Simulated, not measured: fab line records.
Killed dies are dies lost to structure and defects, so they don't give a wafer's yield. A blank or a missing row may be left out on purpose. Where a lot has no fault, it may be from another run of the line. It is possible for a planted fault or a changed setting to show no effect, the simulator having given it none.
fab line records	flow n5-finfet
[record] lots = 9	wafers = 27	last-day = 17
route steps=1938 shown BEOL_M3@977 BEOL_M4@1111 PASSIVATION@1936
lots that met no fault: from a run of the same line without faults
start-h: start of the lot's first displayed wafer, in hours after the record's first day	wait-h: hours elapsed since this lot's preceding step	" repeats the value in the row above	L1.1+2: a single row standing in for several wafers	- value missing, or start not given	* or withheld: withheld	< > ~ a bound
route shown NAME@n: NAME is a module with steps in the file, n the number in the route of the first one	usual: mean and standard deviation over wafers with no fault	same: alike in all rows	chamber/n: place in a boat	sites: the reading at each site	_std_site: how widely they spread, as a standard deviation	_edge_site: mean of outer sites minus mean of inner sites	radius-mm: for every site, how far away it sits from the centre of the wafer	mask NAME#n: copy n	behind: the last tool/chamber to shape the wafer	hold: what put the lot on hold/how long, in hours/how the hold closed	device: names the non-switching transistor (n, p or np)	end of line: the same wafers' tests at the end of the route	for a step that has no rows: nothing shown but its recipe	killed: the dies lost at the first sort to structure and to defects; this is not the yield of the wafer	map: the dies of a wafer, with x for killed, . for not killed, _ for no die there
set.NAME: setting as actually run; set.NAME@STEP: the setting as run at that earlier step	model.NAME: the simulator's own value behind a step, which no gauge read
route steps across a sampled set of lots; one table per step, one row per wafer
services: when a tool's chamber went out of use (start-h, in hours from the record's first day, below 0 if earlier), for how many hours, and the reason
[[steps]]
[step N5_BEOL_M3_VIA_ETCH_34]
[recipe] chemistry = C4F6/O2	target-depth-a = 694	mask-material = SOC	pressure-mtorr = 15	ion-energy-ev = 250	taper-deg = 4	time-s = 65.9	source-w = 350	bias-w = 170	Ar_flow_sccm = 300	C4F6_flow_sccm = 10	O2_flow_sccm = 10
[usual] drypump-motor-current-A = 5.8/0.57	oes_f_703_au = 0.83/0.088	oes-product-au = 0.82/0.086	rf-vpp-V = 660/18	showerhead-plenum-p-Torr = 2.81/0.062	throttle-valve-pct = 30.72/0.29
lot.wafer	tool	chamber	start-h	wait-h	drypump-motor-current-A	oes_f_703_au	oes-product-au	rf-hours-counter-h	rf-vpp-V	showerhead-plenum-p-Torr	throttle-valve-pct
L583.1	rie-diel-01	3	149.48	0.0	6.3	0.77	0.75	117	620	2.75	30.63
L583.3	"	1	"	"	5.7	0.69	0.67	222	656	2.69	30.82
L583.6	"	0	"	"	6.0	0.75	0.75	-	686	2.84	30.85
L586.2	rie-diel-01	1	175.21	0.0	5.7	0.69	0.66	232	655	2.69	30.82
L586.3	"	0	"	"	6.0	0.74	0.73	154	686	2.84	30.87
L586.6	"	3	"	"	6.3	0.77	0.74	-	621	2.75	30.62
L588.1	rie-diel-05	3	178.18	0.0	5.5	1.00	0.96	14	667	2.91	30.94
L588.4	"	2	"	"	5.7	0.85	0.88	44	675	2.86	30.21
L588.5	"	0	"	"	6.4	0.81	0.78	-	630	2.75	30.82
L590.2	rie-diel-03	1	181.81	0.0	4.7	0.90	0.91	31	657	2.78	30.74
L590.3	"	0	"	"	6.5	0.69	0.69	241	652	2.84	31.36
L590.6	"	0	"	"	6.6	0.68	0.68	-	651	2.84	31.36
L592.2	rie-diel-03	0	205.52	0.0	6.6	0.68	0.69	248	651	2.84	31.38
L592.3	"	1	"	"	4.7	0.89	0.90	36	656	2.78	30.73
L592.5	"	2	"	"	5.2	0.73	0.72	-	685	2.83	31.06
L599.4	rie-diel-05	3	253.20	0.0	5.5	0.94	0.93	34	666	2.90	30.95
L599.5	"	3	"	"	5.5	0.95	0.93	-	666	2.90	30.96
L599.6	"	2	"	"	5.7	0.82	0.84	-	676	2.85	30.24
L600.2	rie-diel-01	0	256.30	0.0	6.0	0.73	0.72	180	686	2.82	30.92
L600.4	"	1	"	"	5.7	0.99	0.99	2	667	3.02	30.47
L600.6	"	0	"	"	6.0	0.71	0.72	-	686	2.82	30.91
L603.1	rie-diel-05	3	269.91	0.0	5.5	0.94	0.92	39	667	2.90	30.96
L603.4	"	1	"	"	5.4	0.79	0.78	81	663	2.88	30.59
L603.5	"	3	"	"	5.5	0.94	0.92	-	666	2.90	30.95
L605.2	rie-diel-03	1	288.16	0.0	4.7	0.85	0.85	61	656	2.77	30.78
L605.4	"	3	"	"	6.4	0.91	0.88	57	659	2.75	30.30
L605.5	"	3	"	"	6.4	0.91	0.87	-	659	2.75	30.31
[step N5_BEOL_M3_TRENCH_ETCH_37]
[recipe] chemistry = C4F6/O2	target-depth-a = 555.55	target = SiOC	time-s = 29.2	ion-energy-ev = 250	pressure-mtorr = 30	source-w = 355	bias-w = 185	Ar_flow_sccm = 300	C4F6_flow_sccm = 10	O2_flow_sccm = 10
[usual] drypump-motor-current-A = 5.8/0.58	oes_f_703_au = 0.83/0.087	oes-product-au = 0.82/0.086	rf-vpp-V = 659/19	showerhead-plenum-p-Torr = 2.81/0.062	throttle-valve-pct = 20.78/0.27
lot.wafer	tool	chamber	start-h	wait-h	drypump-motor-current-A	oes_f_703_au	oes-product-au	rf-hours-counter-h	rf-vpp-V	showerhead-plenum-p-Torr	throttle-valve-pct
L583.1	rie-diel-01	3	149.58	-	6.3	0.77	0.74	117	619	2.76	20.79
L583.3	"	1	"	"	5.7	0.69	0.68	222	655	2.70	20.91
L583.6	"	0	"	"	6.0	0.75	0.75	-	686	2.84	20.90
L586.2	rie-diel-01	1	175.31	-	5.7	0.69	0.66	232	656	2.69	20.91
L586.3	"	0	"	"	6.0	0.73	0.75	154	688	2.84	20.94
L586.6	"	3	"	"	6.3	0.77	0.75	-	620	2.76	20.80
L588.1	rie-diel-05	3	178.28	-	5.5	1.00	0.97	14	666	2.91	20.82
L588.4	"	2	"	"	5.7	0.85	0.88	44	674	2.87	20.31
L588.5	"	0	"	"	6.4	0.81	0.78	-	628	2.75	20.93
L590.2	rie-diel-03	1	181.91	-	4.7	0.90	0.90	31	657	2.79	20.93
L590.3	"	0	"	"	6.5	0.69	0.68	241	649	2.85	21.26
L590.6	"	0	"	"	6.6	0.68	0.69	-	649	2.85	21.24
L592.2	rie-diel-03	0	205.62	-	6.6	0.69	0.84	248	649	2.85	21.31
L592.3	"	1	"	"	4.7	0.88	0.89	36	657	2.79	20.94
L592.5	"	2	"	"	5.2	0.73	0.72	-	682	2.83	21.09
L599.4	rie-diel-05	3	253.30	-	5.4	0.95	0.93	34	665	2.90	20.85
L599.5	"	3	"	"	5.5	0.96	0.93	-	664	2.91	20.83
L599.6	"	2	"	"	5.7	0.83	0.83	-	674	2.86	20.36
L600.2	rie-diel-01	0	256.40	-	6.1	0.72	0.73	180	685	2.83	20.97
L600.4	"	1	"	"	5.7	0.99	0.99	2	666	3.02	20.58
L600.6	"	0	"	"	6.1	0.73	0.73	-	685	2.83	20.97
L603.1	rie-diel-05	3	270.01	-	5.5	0.94	0.92	39	664	2.90	20.87
L603.4	"	1	"	"	5.5	0.78	0.78	81	661	2.88	20.63
L603.5	"	3	"	"	5.5	0.94	0.92	-	664	2.90	20.84
L605.2	rie-diel-03	1	288.26	-	4.7	0.85	0.85	61	656	2.77	20.99
L605.4	"	3	"	"	6.4	0.91	0.86	57	657	2.76	20.33
L605.5	"	3	"	"	6.4	0.91	0.87	-	658	2.76	20.32
[step N5_BEOL_M3_STRIP_97]
[recipe] chemistry = N2/H2	time-s = 10	power-w = 450	temp-c = 40	pressure-mtorr = 20	rf-frequency-hz = 6e+07	bias-power-w = 7	n2-flow-sccm = 200	h2-flow-sccm = 200
[usual] bias-power-w = 7.002/0.019	drypump-motor-current-A = 5.8/0.58	oes-product-au = 0.82/0.085	rf-vpp-V = 59.1/0.84	showerhead-plenum-p-Torr = 2.51/0.057	throttle-valve-pct = 23.7/0.3
lot.wafer	tool	chamber	start-h	wait-h	bias-power-w	drypump-motor-current-A	oes-product-au	rf-hours-counter-h	rf-vpp-V	showerhead-plenum-p-Torr	throttle-valve-pct
L583.1	rie-diel-01	3	-	-	7.037	6.3	0.76	117	59.7	2.45	23.5
L583.3	"	1	"	"	6.997	5.7	0.68	222	58.3	2.39	23.6
L583.6	"	0	"	"	7.017	6.0	0.73	-	58.2	2.53	23.6
L586.2	rie-diel-01	1	-	-	6.992	5.7	0.67	232	57.8	2.39	23.6
L586.3	"	0	"	"	7.024	6.0	0.74	154	61.4	2.52	23.6
L586.6	"	3	"	"	7.027	6.3	0.76	-	58.3	2.45	23.6
L588.1	rie-diel-05	3	-	-	6.996	5.5	0.95	14	59.2	2.63	24.0
L588.4	"	2	"	"	7.023	5.7	0.88	44	59.7	2.58	23.4
L588.5	"	0	"	"	6.984	6.4	0.78	-	59.6	2.47	24.0
L590.2	rie-diel-03	1	-	-	6.998	4.7	0.91	31	58.7	2.50	23.9
L590.3	"	0	"	"	7.010	6.5	0.69	241	59.2	2.49	23.6
L590.6	"	0	"	"	6.999	6.5	0.69	-	58.0	2.49	23.6
L592.2	rie-diel-03	0	-	-	7.018	6.5	0.69	248	57.8	2.48	23.6
L592.3	"	1	"	"	7.018	4.7	0.92	36	59.6	2.49	23.9
L592.5	"	2	"	"	6.967	5.2	0.72	-	59.3	2.51	24.0
L599.4	rie-diel-05	3	-	-	7.038	5.5	0.93	34	59.5	2.62	24.0
L599.5	"	3	"	"	7.019	5.5	0.92	-	60.0	2.62	24.0
L599.6	"	2	"	"	7.020	5.8	0.84	-	60.1	2.57	23.4
L600.2	rie-diel-01	0	-	-	6.974	6.0	0.72	180	60.1	2.51	23.7
L600.4	"	1	"	"	6.989	5.7	0.99	2	58.8	2.70	23.3
L600.6	"	0	"	"	6.983	6.0	0.72	-	58.9	2.51	23.7
L603.1	rie-diel-05	3	-	-	6.976	5.5	0.91	39	58.4	2.62	24.0
L603.4	"	1	"	"	6.995	5.4	0.79	81	60.2	2.55	23.2
L603.5	"	3	"	"	7.026	5.5	0.91	-	58.9	2.62	24.0
L605.2	rie-diel-03	1	-	-	6.983	4.7	0.86	61	58.6	2.48	23.9
L605.4	"	3	"	"	7.006	6.4	0.84	57	59.2	2.49	23.7
L605.5	"	3	"	"	7.011	6.4	0.85	-	58.2	2.49	23.7
[step N5_BEOL_M3_OCD_MEAS_38]
[usual] trench-depth-nm = 55.9/1.7
lot.wafer	tool	chamber	start-h	wait-h	trench-depth-nm
L583.1	ocd-02	-	149.73	-	53.2
L583.3	"	-	"	"	54.7
L583.6	"	-	"	"	54.6
L586.2	ocd-01	-	175.47	-	54.6
L586.3	"	-	"	"	55.1
L586.6	"	-	"	"	53.1
L588.1	ocd-02	-	178.43	-	58.6
L588.4	"	-	"	"	54.9
L588.5	"	-	"	"	55.8
L590.2	ocd-01	-	182.07	-	56.2
L590.3	"	-	"	"	54.8
L590.6	"	-	"	"	55.7
L592.2	ocd-02	-	205.78	-	76.1
L592.3	"	-	"	"	57.4
L592.5	"	-	"	"	56.5
L599.4	ocd-01	-	253.46	-	58.9
L599.5	"	-	"	"	59.1
L599.6	"	-	"	"	55.1
L600.2	ocd-02	-	256.55	-	54.1
L600.4	"	-	"	"	58.1
L600.6	"	-	"	"	54.9
L603.1	ocd-02	-	270.17	-	59.0
L603.4	"	-	"	"	53.2
L603.5	"	-	"	"	58.8
L605.2	ocd-02	-	288.41	-	57.0
L605.4	"	-	"	"	57.5
L605.5	"	-	"	"	58.2
[step N5_BEOL_M3_DEGAS_44]
[recipe] ambient = vacuum	temp-c = 250	time-s = 60
[usual] heater-power-w = 325/31
lot.wafer	tool	chamber	start-h	wait-h	heater-power-w
L583.1	pvd-sputter-02	-	150.15	0.3	343
L583.3	"	-	"	"	357
L583.6	"	-	"	"	292
L586.2	pvd-sputter-01	-	175.99	0.4	346
L586.3	"	-	"	"	358
L586.6	"	-	"	"	346
L588.1	pvd-sputter-03	-	179.00	0.4	283
L588.4	"	-	"	"	319
L588.5	"	-	"	"	319
L590.2	pvd-sputter-03	-	182.40	0.2	278
L590.3	"	-	"	"	363
L590.6	"	-	"	"	281
L592.2	pvd-sputter-03	-	206.22	0.3	321
L592.3	"	-	"	"	279
L592.5	"	-	"	"	322
L599.4	pvd-sputter-03	-	253.82	0.2	320
L599.5	"	-	"	"	372
L599.6	"	-	"	"	323
L600.2	pvd-sputter-03	-	257.12	0.4	324
L600.4	"	-	"	"	322
L600.6	"	-	"	"	286
L603.1	pvd-sputter-02	-	270.79	0.5	293
L603.4	"	-	"	"	352
L603.5	"	-	"	"	301
L605.2	pvd-sputter-02	-	288.70	0.1	326
L605.4	"	-	"	"	364
L605.5	"	-	"	"	338
[step N5_BEOL_M4_RC_MEAS_101]
[usual] DIBL_N = 37.3/2.3	DIBL_P = 37.4/2.9	IOFF_N = 0.18/0.045	IOFF_P = 0.25/0.054	ION_N = 679/15	ION_P = 468/9.7	SS_N = 71.8/0.62	SS_P = 73.6/0.76	VT_N = 248/4.1	VT_P = -248/3.6
lot.wafer	tool	chamber	start-h	wait-h	DIBL_N[mV/V]	DIBL_P[mV/V]	IOFF_N[nA/um]	IOFF_P[nA/um]	ION_N[uA/um]	ION_P[uA/um]	SS_N[mV/dec]	SS_P[mV/dec]	VT_N[mV]	VT_P[mV]
L583.1	prober-02	0	163.72	0.0	40.0	39.1	0.22	0.33	686	470	71.7	73.7	242	-242
L583.3	"	0	"	"	36.8	35.1	0.16	0.23	680	469	71.4	73.0	249	-248
L583.6	"	0	"	"	42.1	40.9	0.27	0.35	691	472	72.3	74.2	243	-241
L586.2	prober-01	0	189.22	0.2	37.0	38.6	0.17	0.24	697	480	71.6	72.8	247	-249
L586.3	"	0	"	"	32.8	32.4	0.09	0.14	651	450	71.4	71.4	259	-254
L586.6	"	0	"	"	34.7	35.2	0.12	0.18	666	459	71.6	72.1	253	-249
L588.1	prober-02	0	195.36	0.0	39.0	39.4	0.20	0.25	681	464	71.6	74.0	247	-249
L588.4	"	0	"	"	40.6	43.2	0.26	0.31	693	473	72.8	74.9	243	-248
L588.5	"	0	"	"	37.3	38.2	0.17	0.22	698	469	72.0	73.0	248	-251
L590.2	prober-01	0	199.46	0.2	35.1	35.3	0.15	0.22	687	473	71.1	73.1	246	-248
L590.3	"	0	"	"	37.2	38.0	0.19	0.27	687	472	72.2	73.1	245	-245
L590.6	"	0	"	"	37.0	37.3	0.19	0.26	687	470	71.5	73.8	245	-247
L592.2	prober-02	0	218.02	0.2	39.1	39.9	0.21	0.28	685	467	71.8	74.1	245	-247
L592.3	"	0	"	"	38.3	37.7	0.19	0.24	680	461	71.5	72.9	248	-249
L592.5	"	0	"	"	41.6	44.0	0.27	0.34	706	480	73.0	75.6	244	-245
L599.4	prober-02	0	269.11	0.5	33.5	34.4	0.14	0.20	669	463	70.6	73.1	251	-249
L599.5	"	0	"	"	32.0	33.1	0.13	0.19	679	468	70.6	72.6	249	-250
L599.6	"	0	"	"	35.5	35.0	0.16	0.21	652	450	71.8	73.5	251	-253
L600.2	prober-01	0	270.82	0.2	38.4	39.6	0.22	0.29	672	459	73.0	74.3	248	-246
L600.4	"	0	"	"	36.5	37.6	0.18	0.25	695	473	71.3	74.1	248	-246
L600.6	"	0	"	"	37.4	38.9	0.21	0.28	703	474	71.7	74.2	245	-244
L603.1	prober-01	0	292.03	0.0	38.4	38.8	0.19	0.27	677	475	71.7	73.7	246	-244
L603.4	"	0	"	"	36.2	35.8	0.15	0.22	662	462	71.6	72.5	252	-245
L603.5	"	0	"	"	38.8	39.9	0.20	0.29	677	469	72.2	73.6	248	-245
L605.2	prober-01	0	300.67	0.2	38.2	37.6	0.17	0.22	663	455	72.4	73.6	254	-252
L605.4	"	0	"	"	38.9	41.0	0.22	0.31	688	470	72.6	74.6	244	-246
L605.5	"	0	"	"	34.8	34.9	0.12	0.19	654	460	71.5	73.9	257	-251
[step N5_PASSIVATION_PROBE_49]
[usual] defect-limited-yield = 91.3/1.5	killed_at_M0_to_M3 = 35/8.7	killed_at_M4_up = 14/5.5	killed-at-contacts = 11/5.6	killed-at-front-end = 39/13	killed-at-other = 3.7/2.2	killed-dies = 103/18	killed-open = 69/14	killed-short = 33/7.8	sort_bin_4_leakage = 0.02/0.15	sort_bin_5_function = 5.1/0.99	sort_bin_6_memory = 3.3/0.67	sort_bin_8_speed = 0.02/0.17	sort-n-pass = 1077/18	sort-yield-pct = 91.2/1.5
[same] gross-dies = 1180	killed-at-back-side = 0
lot.wafer	tool	chamber	start-h	wait-h	defect-limited-yield[%]	killed_at_M0_to_M3	killed_at_M4_up	killed-at-contacts	killed-at-front-end	killed-at-other	killed-dies	killed-open	killed-short	sort_bin_4_leakage[%]	sort_bin_5_function[%]	sort_bin_6_memory[%]	sort_bin_8_speed[%]	sort-n-pass	sort-yield-pct[%]
L583.1	prober-02	-	267.61	0.0	91.4	41	14	16	25	5	101	63	34	0	5.4	3.0	0	1079	91.4
L583.3	prober-02	-	267.71	0.1	90.9	35	13	22	36	1	107	84	21	0	4.9	4.0	0.08	1073	90.9
L583.6	prober-02	-	267.86	0.3	89.5	53	14	14	39	4	124	89	30	0	6.0	3.7	0	1056	89.5
L590.2	prober-01	-	302.85	0.1	92.1	36	9	8	34	6	93	58	34	0	5.1	2.3	0	1087	92.1
L590.3	prober-01	-	302.90	0.1	91.7	41	16	9	27	5	98	68	30	0	4.6	3.5	0	1082	91.7
L590.6	prober-01	-	303.05	0.3	92.2	27	20	6	32	7	92	66	25	0	4.6	3.1	0	1088	92.2
L592.2	prober-01	-	325.68	0.1	91.3	40	21	3	35	4	103	71	30	0	4.8	3.8	0	1077	91.3
L592.3	prober-01	-	325.73	0.1	90.4	38	16	6	50	3	113	73	33	0	5.5	3.6	0	1067	90.4
L592.5	prober-01	-	325.83	0.2	91.2	30	12	7	49	6	104	58	44	0	5.4	3.1	0	1076	91.2
L600.2	prober-01	-	378.00	0.1	92.4	27	17	8	34	4	90	65	22	0	4.7	2.7	0	1090	92.4
L600.4	prober-01	-	378.10	0.2	94.7	21	9	5	24	4	63	46	17	0	3.4	1.7	0	1117	94.7
L600.6	prober-01	-	378.20	0.3	93.0	17	25	10	29	2	83	55	24	0	4.4	2.5	0	1097	93.0
// killed by level:class
L583.1 BEOL_M0_SAQP:geometric-particle:short=15 MOL_CONTACT_COAG:geometric-particle:open=14 BEOL_M3:geometric-particle:open=10 BEOL_M4:geometric-particle:open=9 BEOL_M0_SAQP:geometric-particle:open=8 FIN_SAQP:geometric-particle:open=5 STI_FIN_REVEAL:geometric-particle:open=5 STARTING-WAFER:geometric-particle:short=4
L583.3 MOL_CONTACT_COAG:geometric-particle:open=22 STI_FIN_REVEAL:geometric-particle:open=14 BEOL_M0_SAQP:geometric-particle:open=11 BEOL_M2:geometric-particle:open=10 FIN_SAQP:geometric-particle:open=6 BEOL_M0_SAQP:geometric-particle:short=6 GATE_CUT:geometric-particle:open=3 BEOL_M5:geometric-particle:open=3
L583.6 BEOL_M2:geometric-particle:open=17 MOL_CONTACT_COAG:geometric-particle:open=13 STI_FIN_REVEAL:geometric-particle:open=11 BEOL_M0_SAQP:geometric-particle:open=11 BEOL_M0_SAQP:geometric-particle:short=9 BEOL_M4:geometric-particle:open=8 BEOL_M3:geometric-particle:open=7 FIN_SAQP:geometric-particle:open=5
L590.2 DUMMY_GATE:geometric-particle:open=8 BEOL_M0_SAQP:geometric-particle:open=7 MOL_CONTACT_COAG:geometric-particle:open=7 FIN_SAQP:geometric-particle:open=6 BEOL_M0_SAQP:geometric-particle:short=6 BEOL_M2:geometric-particle:open=6 BEOL_M3:geometric-particle:open=6 DUMMY_GATE:geometric-particle:short=5
L590.3 BEOL_M0_SAQP:geometric-particle:open=11 BEOL_M2:geometric-particle:open=8 BEOL_M4:geometric-particle:open=7 DUMMY_GATE:geometric-particle:open=6 MOL_CONTACT_COAG:geometric-particle:open=6 BEOL_M3:geometric-particle:open=6 FIN_SAQP:geometric-particle:open=5 GATE_CUT:geometric-particle:short=4
L590.6 BEOL_M4:geometric-particle:open=10 BEOL_M0_SAQP:geometric-particle:open=8 STI_FIN_REVEAL:geometric-particle:open=6 MOL_CONTACT_COAG:geometric-particle:open=6 DUMMY_GATE:geometric-particle:open=5 BEOL_M3:geometric-particle:open=5 STARTING-WAFER:geometric-particle:short=4 GATE_CUT:geometric-particle:short=4
L592.2 BEOL_M2:geometric-particle:open=11 BEOL_M1:geometric-particle:open=9 BEOL_M4:geometric-particle:open=9 FIN_SAQP:geometric-particle:short=8 FIN_SAQP:geometric-particle:open=8 BEOL_M0_SAQP:geometric-particle:short=6 BEOL_M0:geometric-particle:open=5 DUMMY_GATE:geometric-particle:open=4
L592.3 BEOL_M3:geometric-particle:open=13 STI_FIN_REVEAL:geometric-particle:open=11 FIN_SAQP:geometric-particle:open=10 FIN_SAQP:geometric-particle:short=7 BEOL_M0_SAQP:geometric-particle:short=7 STARTING-WAFER:geometric-particle:short=7 DUMMY_GATE:geometric-particle:open=5 MOL_CONTACT_COAG:geometric-particle:open=5
L592.5 FIN_SAQP:geometric-particle:short=22 FIN_SAQP:geometric-particle:open=12 BEOL_M3:geometric-particle:open=9 MOL_CONTACT_COAG:geometric-particle:open=7 BEOL_M0_SAQP:geometric-particle:short=6 STI_FIN_REVEAL:geometric-particle:open=5 BEOL_M1:geometric-particle:open=5 BEOL_M0_SAQP:geometric-particle:open=4
L600.2 FIN_SAQP:geometric-particle:short=11 BEOL_M3:geometric-particle:open=11 BEOL_M4:geometric-particle:open=9 FIN_SAQP:geometric-particle:open=6 MOL_CONTACT_COAG:geometric-particle:open=6 STI_FIN_REVEAL:geometric-particle:open=5 BEOL_M0_SAQP:geometric-particle:open=5 BEOL_M2:geometric-particle:open=5
L600.4 FIN_SAQP:geometric-particle:short=7 STI_FIN_REVEAL:geometric-particle:open=7 BEOL_M0_SAQP:geometric-particle:open=7 BEOL_M1:geometric-particle:open=6 BEOL_M4:geometric-particle:open=6 MOL_CONTACT_COAG:geometric-particle:open=5 BEOL_M3:geometric-particle:open=5 STARTING-WAFER:geometric-particle:short=4
L600.6 BEOL_M4:geometric-particle:open=15 MOL_CONTACT_COAG:geometric-particle:open=9 GATE_CUT:geometric-particle:short=8 STI_FIN_REVEAL:geometric-particle:open=7 BEOL_M3:geometric-particle:open=6 BEOL_M4:geometric-particle:short=4 STARTING-WAFER:geometric-particle:open=4 GATE_CUT:geometric-particle:open=3
[[services]]
tool	chamber	start-h	hours	kind
rie-diel-03	3	130.46	6.6	repair
rie-diel-05	3	157.68	15.8	repair
pvd-sputter-01	-	166.67	1.7	repair
rie-diel-03	0	214.92	-	clean
rie-diel-03	0	214.92	-	consumable-replace:focus-ring
rie-diel-03	0	214.92	18.6	scheduled-down
rie-diel-03	0	214.92	18.6	vent-cycle
rie-diel-05	3	215.50	3.4	repair
rie-diel-05	1	223.62	5.1	repair
rie-diel-01	1	235.70	-	clean
rie-diel-01	1	235.70	-	consumable-replace:focus-ring
rie-diel-01	1	235.70	-	consumable-replace:showerhead
rie-diel-01	1	235.70	14.6	scheduled-down
rie-diel-01	1	235.70	14.6	vent-cycle
rie-diel-01	3	248.54	4.6	repair
rie-diel-03	-	271.79	0.6	repair
pvd-sputter-03	-	277.53	2.1	repair
[[key]]
[first-sign] step = N5_BEOL_M3_OCD_MEAS_38	reading = trench-depth-nm	direction = up	sigmas = 12	usual = 55.9	struck = 76.1
effect none on later readings
met-at N5_BEOL_M3_TRENCH_ETCH_37
struck-lots L592
struck-wafers L592.2
not-acting-at N5_BEOL_M3_VIA_ETCH_34,N5_BEOL_M3_STRIP_97,N5_BEOL_M3_DEGAS_44
onset-between 181.91 205.62
[fault] kind = process-parameter-drift	tool = rie-diel-03	chamber = 0	onset-h = 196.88	steps = N5_BEOL_M3_TRENCH_ETCH_37	channel = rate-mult	offset = 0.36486	shape = step	end-h = 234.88
